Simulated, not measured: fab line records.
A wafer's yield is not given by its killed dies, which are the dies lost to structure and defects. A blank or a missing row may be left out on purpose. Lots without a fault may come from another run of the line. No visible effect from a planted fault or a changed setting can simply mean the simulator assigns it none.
Chamber matching | flow n5_finfet | 4 sister chambers for N5_FIN_SAQP_ETCH_69 on rie_diel-02
The step etches SOC in N2/H2, stops on SiNx, target depth 150 nm. 4 wafers are shown with their chamber, then 8 later ones without.

## WAFERS PAIRED WITH THEIR CHAMBERS
wafer  | chamber | showerhead_plenum_p_Torr (Torr)
L087.2 | 3       | 2.58
L087.5 | 1       | 2.60
L087.6 | 0       | 2.45
L089.1 | 2       | 2.65

## WAFERS WITHOUT THEIR CHAMBER
wafer  | showerhead_plenum_p_Torr (Torr)
L089.2 | 2.58
L089.3 | 2.45
L089.4 | 2.60
L089.5 | 2.60
L089.6 | 2.65
L096.1 | 2.65
L096.2 | 2.44
L096.4 | 2.59

## WHICH CHAMBER EACH WENT THROUGH
wafer  | from the rows above     | in truth
L089.2 | 3                       | 3
L089.3 | 0                       | 0
L089.4 | 1                       | 1
L089.5 | 1                       | 1
L089.6 | 2                       | 2
L096.1 | 2                       | 2
L096.2 | 0                       | 0
L096.4 | can't be placed: 3 or 1 | 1
Placed correctly: 7 of 8. Can't be placed from these rows: 1 (the true chamber is among the candidates in 1). Number placed wrongly: 0.
How it was worked out, from the rows above alone: a wafer's distance from a chamber is the root of the sum, over the readings, of the square of ((its reading less the chamber's mean) divided by the reading's scatter). The wafer belongs to the nearest chamber; if the next one is less than 2 further off, it can't be placed. The mean given for a chamber averages the wafers shown for that chamber. The scatter (one wafer shown for each chamber): square how far every hidden wafer sits from the nearest shown wafer, average those squares and take the square root.
